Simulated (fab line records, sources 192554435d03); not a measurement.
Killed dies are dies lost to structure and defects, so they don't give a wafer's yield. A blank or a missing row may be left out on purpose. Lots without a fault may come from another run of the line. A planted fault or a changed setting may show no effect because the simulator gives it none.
fab line records | flow n5_finfet
record lots=12 wafers=34 last_day=18
route steps=1938 shown FIN_SAQP@152 STI_FIN_REVEAL@188
lots that met no fault: from a run of the same line without faults
start_h: hours from the record's first day to the start of the lot's first wafer shown | wait_h: hours since the lot's step before | " the same as in the row above | L1.1+2: a row that stands for several wafers | - no value, or no start given | * or withheld: withheld | < > ~ a bound
route shown NAME@n: a module of which the file shows steps, and the number in the route of the first | usual: mean/standard deviation of fault-free wafers | same: alike in all rows | chamber/n: place in a boat | sites: the reading at each site | _std_site: their standard deviation | _edge_site: outer sites' mean less inner sites' | radius_mm: how far each site lies from the wafer's centre | mask NAME#n: copy n | behind: the tool/chamber that last shaped the wafer | hold: why the lot was held/for how many hours/how that ended | device: the transistor (n, p or np) that didn't switch | end of line: the same wafers' tests at the end of the route | a step without rows: its recipe alone | killed: dies lost to structure and defects at the first sort, not the wafer's yield | map: a wafer's dies, x killed, . not, _ none there
set.NAME: the setting as run; set.NAME@STEP: as run at that earlier step | model.NAME: the simulator's own value behind a step, which no gauge read
steps of the route over a sample of lots; a table a step, a row a wafer
services: from which hour (start_h, from the record's first day; less than 0 if before it) a tool's chamber was out of use, for how many hours, and why
## steps
# step N5_FIN_SAQP_OCD_MEAS_76
# usual trench_depth_nm=119.9/1.8
# columns lot.wafer tool chamber start_h wait_h trench_depth_nm
L889.2 ocd-02 - 28.13 0.0 122.4
L889.3 " - " " 118.8
L889.6 " - " " 119.3
L890.2 ocd-02 - 32.62 0.0 121.3
L890.3 " - " " 118.6
L890.5 " - " " 118.3
L891.1 ocd-02 - 39.24 0.0 120.6
L891.4 " - " " 119.7
L891.5 " - " " 121.2
L892.3 ocd-01 - 45.45 0.0 117.5
L892.5 " - " " 115.3
L892.6 " - " " 117.2
L893.1 ocd-02 - 52.92 0.0 121.4
L893.2 " - " " 119.7
L893.3 " - " " 122.3
L896.5 ocd-02 - 67.77 0.0 118.2
L897.4 ocd-02 - 75.43 0.0 119.2
L897.5 " - " " 119.3
L897.6 " - " " 116.9
L898.2 ocd-02 - 80.65 0.0 119.4
L898.3 " - " " 123.9
L898.5 " - " " 120.3
L899.1 ocd-01 - 86.84 0.0 119.0
L899.4 " - " " 121.7
L899.6 " - " " 119.1
L900.2 ocd-02 - 95.81 0.0 120.6
L900.3 " - " " 119.1
L900.6 " - " " 120.5
L907.4 ocd-01 - 136.23 0.0 120.3
L907.5 " - " " 120.2
L907.6 " - " " 115.9
L908.1 ocd-02 - 141.90 0.0 119.8
L908.2 " - " " 121.5
L908.4 " - " " 123.3
# step N5_STI_FIN_REVEAL_THK_MEAS_05
# usual thk_nm=131.9/1.1
# columns lot.wafer tool chamber start_h wait_h thk_nm
L889.2 film_metro-01 - 36.16 - 131.5
L889.3 " - " " 132.8
L889.6 " - " " 132.1
L890.2 film_metro-01 - 40.11 - 132.7
L890.3 " - " " 131.0
L890.5 " - " " 133.2
L891.1 film_metro-01 - 46.63 - 129.7
L891.4 " - " " 130.0
L891.5 " - " " 130.6
L892.3 film_metro-01 - 52.85 - 131.4
L892.5 " - " " 131.9
L892.6 " - " " 131.2
L893.1 film_metro-02 - 61.64 - 130.8
L893.2 " - " " 132.3
L893.3 " - " " 131.3
L896.5 film_metro-02 - 74.55 - 131.2
L897.4 film_metro-02 - 82.22 - 133.0
L897.5 " - " " 130.8
L897.6 " - " " 132.3
L898.2 film_metro-02 - 87.61 - 133.4
L898.3 " - " " 132.6
L898.5 " - " " 133.8
L899.1 film_metro-01 - 96.08 - 132.5
L899.4 " - " " 133.4
L899.6 " - " " 131.5
L900.2 film_metro-02 - 102.70 - 131.9
L900.3 " - " " 132.8
L900.6 " - " " 133.6
L907.4 film_metro-02 - 143.25 - 130.0
L907.5 " - " " 131.0
L907.6 " - " " 130.9
L908.1 film_metro-02 - 148.76 - 131.0
L908.2 " - " " 132.7
L908.4 " - " " 131.5
# step N5_STI_FIN_REVEAL_STRIP_24
# recipe chemistry=N2/H2 time_s=90 power_w=100 temp_c=40 pressure_mtorr=100 rf_frequency_hz=6e+07 bias_power_w=3 n2_flow_sccm=300 h2_flow_sccm=300
# usual drypump_motor_current_A=5.68/0.26 oes_product_au=0.81/0.11 rf_vpp_V=45.5/0.92 showerhead_plenum_p_Torr=3.43/0.12 throttle_valve_pct=12.15/0.29
# columns lot.wafer tool chamber start_h wait_h drypump_motor_current_A oes_product_au rf_hours_counter_h rf_vpp_V showerhead_plenum_p_Torr throttle_valve_pct
L889.2 rie_diel-06 3 36.43 0.0 5.27 0.72 199 45.6 3.48 12.18
L889.3 " 2 " " 5.75 0.67 255 45.1 3.18 12.24
L889.6 " 2 " " 5.78 0.67 - 45.7 3.18 12.25
L890.2 rie_diel-06 3 40.57 0.0 5.28 0.72 202 46.6 3.48 12.18
L890.3 " 0 " " 5.58 0.98 1 46.5 3.61 12.01
L890.5 " 1 " " 5.61 0.90 - 46.6 3.32 11.94
L891.1 rie_diel-06 3 46.96 0.0 5.26 0.71 206 45.8 3.48 12.20
L891.4 " 0 " " 5.60 0.96 - 45.9 3.61 12.01
L891.5 " 3 " " 5.27 0.71 - 45.6 3.48 12.19
L892.3 rie_diel-06 1 53.13 0.0 5.63 0.89 32 44.4 3.32 11.96
L892.5 " 3 " " 5.30 0.71 - 46.0 3.47 12.18
L892.6 " 0 " " 5.62 0.94 - 44.7 3.61 12.01
L893.1 rie_diel-04 3 61.96 0.0 6.05 0.99 2 46.6 3.61 11.94
L893.2 " 1 " " 6.06 0.67 223 44.4 3.47 12.51
L893.3 " 2 " " 5.47 0.72 178 45.3 3.24 12.61
L896.5 rie_diel-05 0 74.87 0.0 5.60 0.81 - 45.0 3.41 11.83
L897.4 rie_diel-05 0 82.57 0.0 5.55 0.81 77 45.9 3.41 11.84
L897.5 " 1 " " 5.82 0.69 - 45.5 3.46 12.18
L897.6 " 2 " " 6.14 0.89 - 45.7 3.44 12.18
L898.2 rie_diel-06 2 87.93 0.0 5.77 0.95 6 45.4 3.58 11.61
L898.3 " 0 " " 5.61 0.91 21 46.8 3.60 12.05
L898.5 " 1 " " 5.62 0.87 - 45.5 3.31 12.01
L899.1 rie_diel-06 2 96.39 0.0 5.77 0.94 9 46.4 3.58 11.61
L899.4 " 0 " " 5.60 0.90 23 46.4 3.60 12.06
L899.6 " 0 " " 5.58 0.90 - 46.2 3.60 12.07
L900.2 rie_diel-06 2 102.99 0.0 5.77 0.93 12 44.8 3.58 11.62
L900.3 " 3 " " 5.30 0.71 226 45.3 3.46 12.25
L900.6 " 3 " " 5.30 0.70 - 46.4 3.46 12.25
L907.4 rie_diel-04 0 144.05 0.0 5.46 0.68 - 44.4 3.34 12.30
L907.5 " 2 " " 5.46 0.69 - 44.7 3.23 12.69
L907.6 " 3 " " 6.02 0.90 - 45.1 3.60 12.03
L908.1 rie_diel-04 2 149.04 0.0 5.46 0.68 210 44.0 3.23 12.69
L908.2 " 3 " " 6.06 0.89 34 46.5 3.59 12.03
L908.4 " 2 " " 5.47 0.69 - 44.6 3.23 12.69
# step N5_STI_FIN_REVEAL_RECESS_09
# recipe chemistry=HF/NH3 target=SiO2 afs_cycles=11 target_depth_a=425 temp_c=30 sublimation_temp_c=180 sublimation_time_s=60
# usual drypump_motor_current_A=5.4/0.32 temp_c=30.00/0.11
# columns lot.wafer tool chamber start_h wait_h drypump_motor_current_A temp_c
L889.2 vapor_etch-01 1 36.66 0.0 5.1 30.01
L889.3 " 0 " " 5.7 30.12
L889.6 " 0 38.25 1.6 5.7 30.23
L890.2 vapor_etch-01 0 40.79 0.0 5.7 30.22
L890.3 " 1 " " 5.1 30.03
L890.5 " 1 " " 5.1 29.93
L891.1 vapor_etch-01 1 47.17 0.0 5.1 30.01
L891.4 " 1 " " 5.1 29.99
L891.5 " 0 " " 5.7 30.15
L892.3 vapor_etch-02 1 53.94 0.6 5.7 29.88
L892.5 " 1 " " 5.7 29.93
L892.6 " 0 " " 5.0 29.91
L893.1 vapor_etch-02 0 62.18 0.0 5.0 30.00
L893.2 " 1 " " 5.7 30.09
L893.3 " 1 " " 5.7 30.18
L896.5 vapor_etch-02 1 76.10 1.1 5.7 27.69
L897.4 vapor_etch-02 0 83.31 0.6 5.0 30.18
L897.5 " 0 " " 5.0 30.16
L897.6 " 1 " " 5.7 27.49
L898.2 vapor_etch-01 0 88.14 0.0 5.7 29.96
L898.3 " 0 " " 5.7 29.99
L898.5 " 0 " " 5.7 29.93
L899.1 vapor_etch-02 0 96.61 0.0 5.0 30.08
L899.4 " 1 " " 5.7 27.58
L899.6 " 0 " " 5.0 29.87
L900.2 vapor_etch-01 1 103.21 0.0 5.1 29.95
L900.3 " 0 " " 5.8 30.23
L900.6 " 1 " " 5.1 29.86
L907.4 vapor_etch-01 1 144.76 0.6 5.1 29.98
L907.5 " 0 " " 5.8 29.92
L907.6 " 1 " " 5.1 30.13
L908.1 vapor_etch-01 0 149.25 0.0 5.8 30.04
L908.2 " 1 " " 5.1 30.16
L908.4 " 0 " " 5.7 29.99
# step N5_STI_FIN_REVEAL_FIN_H_MEAS_10
# usual trench_depth_nm=52.0/0.71
# columns lot.wafer tool chamber start_h wait_h trench_depth_nm
L889.2 ocd-01 - 39.89 0.0 51.4
L889.3 " - " " 51.0
L889.6 " - " " 51.2
L890.2 ocd-01 - 43.76 0.0 52.5
L890.3 " - " " 52.3
L890.5 " - " " 53.0
L891.1 ocd-02 - 50.19 0.0 52.4
L891.4 " - " " 52.3
L891.5 " - " " 51.9
L892.3 ocd-01 - 56.11 0.0 52.3
L892.5 " - " " 52.6
L892.6 " - " " 52.3
L893.1 ocd-02 - 64.89 0.0 52.4
L893.2 " - " " 50.8
L893.3 " - " " 51.4
L896.5 ocd-01 - 77.75 0.0 55.0
L897.4 ocd-02 - 85.48 0.0 51.1
L897.5 " - " " 51.3
L897.6 " - " " 55.1
L898.2 ocd-02 - 90.85 0.0 52.1
L898.3 " - " " 52.3
L898.5 " - " " 52.0
L899.1 ocd-01 - 99.31 0.0 51.7
L899.4 " - " " 55.0
L899.6 " - " " 51.3
L900.2 ocd-01 - 105.92 0.0 51.7
L900.3 " - " " 52.3
L900.6 " - " " 51.8
L907.4 ocd-01 - 146.96 0.0 51.4
L907.5 " - " " 52.3
L907.6 " - " " 53.2
L908.1 ocd-02 - 151.95 0.0 51.3
L908.2 " - " " 52.7
L908.4 " - " " 51.8
## services
# columns tool chamber start_h hours kind
rie_diel-06 0 17.07 - clean
rie_diel-06 0 17.07 - consumable_replace:focus_ring
rie_diel-06 0 17.07 - consumable_replace:showerhead
rie_diel-06 0 17.07 21.4 scheduled_down
rie_diel-06 0 17.07 21.4 vent_cycle
rie_diel-06 - 19.24 2.8 pm
rie_diel-05 1 25.53 12.9 repair
rie_diel-05 2 33.92 5.1 repair
rie_diel-05 3 34.05 15.0 repair
rie_diel-06 2 38.54 - clean
rie_diel-06 2 38.54 - consumable_replace:focus_ring
rie_diel-06 2 38.54 - consumable_replace:showerhead
rie_diel-06 2 38.54 27.9 scheduled_down
rie_diel-06 2 38.54 27.9 vent_cycle
rie_diel-04 3 38.73 - clean
rie_diel-04 3 38.73 - consumable_replace:focus_ring
rie_diel-04 3 38.73 - consumable_replace:showerhead
rie_diel-04 3 38.73 18.4 scheduled_down
rie_diel-04 3 38.73 18.4 vent_cycle
rie_diel-04 1 43.45 2.5 repair
rie_diel-04 - 48.49 0.8 repair
rie_diel-05 1 51.58 5.4 repair
rie_diel-05 3 87.35 1.4 repair
rie_diel-04 0 120.85 5.2 repair
## key
first_sign step=N5_STI_FIN_REVEAL_RECESS_09 reading=temp_c direction=down sigmas=22 usual=* struck=*
effect step=N5_STI_FIN_REVEAL_FIN_H_MEAS_10 reading=trench_depth_nm direction=up sigmas=4.3 usual=52.0 struck=55.0
met_at N5_STI_FIN_REVEAL_RECESS_09
struck_lots L896,L897,L899
struck_wafers L896.5,L897.6,L899.4
rows_end L896.5
tester_left_out L897,L899
not_acting_at N5_FIN_SAQP_OCD_MEAS_76,N5_STI_FIN_REVEAL_THK_MEAS_05,N5_STI_FIN_REVEAL_STRIP_24
onset_between 62.18 76.10
fault kind=process_parameter_drift tool=vapor_etch-02 chamber=1 onset_h=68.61 steps=N5_STI_FIN_REVEAL_RECESS_09 channel=temp_c offset=* shape=step acts_in=* stated=*
# tester_left_out: of these lots the tester's yield and bins aren't shown, on N5 and GAA mostly nor the transistor test; their killed dies are dies lost to structure and defects alone, not to doping, threshold or leakage, so they don't give the yield
# rows_end: these wafers met a further fault down the route, and their rows from its step on are left out
